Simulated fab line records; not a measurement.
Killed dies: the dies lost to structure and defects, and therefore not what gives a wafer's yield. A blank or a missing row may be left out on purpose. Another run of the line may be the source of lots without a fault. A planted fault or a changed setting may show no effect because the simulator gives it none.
Code-filled problem report in 8D (eight disciplines) form    flow nand harc    the parts of the form that need people (team, actions taken, sign-off) are left out

## 1. WHAT IS WRONG
NHARC_END_SORT_01, killed dies: mean 301 over 1 wafer from 1 lot; wafers with no fault: 65, standard deviation 20. That puts it +12 standard deviations away from the usual mean.
First observed at day 28 14:43: wafer L157.1, on prober-02. The record holds 3 wafers of 1 lot with a number at this step. Rule for "out" (also "out of limits"): further than 4 standard deviations from the usual mean. Any other wafer with a number is counted as sound.

## 2. WHAT THIS IS AND IS NOT
question                     is                            is not
which readings at this step  killed dies, killed at array  killed at other, killed at periphery, killed open, killed short
which lots                   L157                          -
which wafers of those lots   L157.1                        L157.3, L157.5
read on which gauges         prober-02                     -
when                         from day 28 14:43             up to then (0 sound wafers); but 2 sound wafers of L157 came after

## 3. THE SUSPECTS, EACH WITH WHAT RULES IT OUT
Counting: if a tool at a process step up to the reading ran every lot that is out, it stays a suspect. Sound lots after the first of them don't rule it out here, since some wafers of a struck lot are sound.
- the gauge at NHARC_END_SORT_01: kept. All the wafers that are out were read on prober-02, and no step on other tools shows them out.
- cvd w-02 at NHARC_A_WL_FILL_CVD_03 (deposits W, target thk 40 nm, time 279 s): kept. It ran the lot that is out, L157 (day 24 17:34).
- cmp-03 at NHARC_A_BONDPAD_CMP_19 (polishes, t overpolish 30 s, cu recess touch 16 s, target thk 169.82 nm): kept. It ran the lot that is out, L157 (day 27 12:52).
- pvd sputter-01 at NHARC_THIN_TSV_PRE_CLEAN_54 (time 30 s): kept. It ran the lot that is out, L157 (day 28 06:03).
- The sound lot-mates ran in chamber 3 of cmp-03 at NHARC_A_BONDPAD_CMP_19, but the wafers that are out ran in chamber 0.
Left after counting: cvd w-02 at NHARC_A_WL_FILL_CVD_03, cmp-03 at NHARC_A_BONDPAD_CMP_19, pvd sputter-01 at NHARC_THIN_TSV_PRE_CLEAN_54, prober-02 at NHARC_END_SORT_01.

## 4. THE CAUSE (what the simulator had put in)
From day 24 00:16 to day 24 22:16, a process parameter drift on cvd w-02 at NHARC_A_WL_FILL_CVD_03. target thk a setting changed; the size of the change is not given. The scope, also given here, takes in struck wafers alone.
After counting, 4 suspects remain, this tool included.

## 5. THE CHAIN OF EFFECTS, in route order
Each row: a reading where the mean over the struck wafers with a number is more than 3 standard deviations away from the usual. Only readings for which the record gives a usual standard deviation are gone through. hours: the time from each lot's start at the first step in this table that gives one to its start at this step, as a median over the lots. sigmas: the change in usual standard deviations.
hours  step               reading          usual  on struck wafers  change  sigmas
0      NHARC_END_SORT_01  killed at array  60     293               +233    +11
0      NHARC_END_SORT_01  killed dies      65     301               +236    +12

## 6. HOW IT WOULD HAVE BEEN CAUGHT EARLIER
110 hours passed between the start of the fault at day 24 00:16 and the first reading out of limits at a measuring or inspecting step in this record, taken at day 28 14:43.
No tool reading at NHARC_A_WL_FILL_CVD_03 that has a usual standard deviation in the record was out on any struck wafer, so an alarm limit of 4 standard deviations on those readings would not have fired.
Each of the lots that are out, 1 in all, had begun NHARC_A_WL_FILL_CVD_03 on cvd w-02 no later than day 28 14:43. Tool hold at that time: it would have spared none of them.
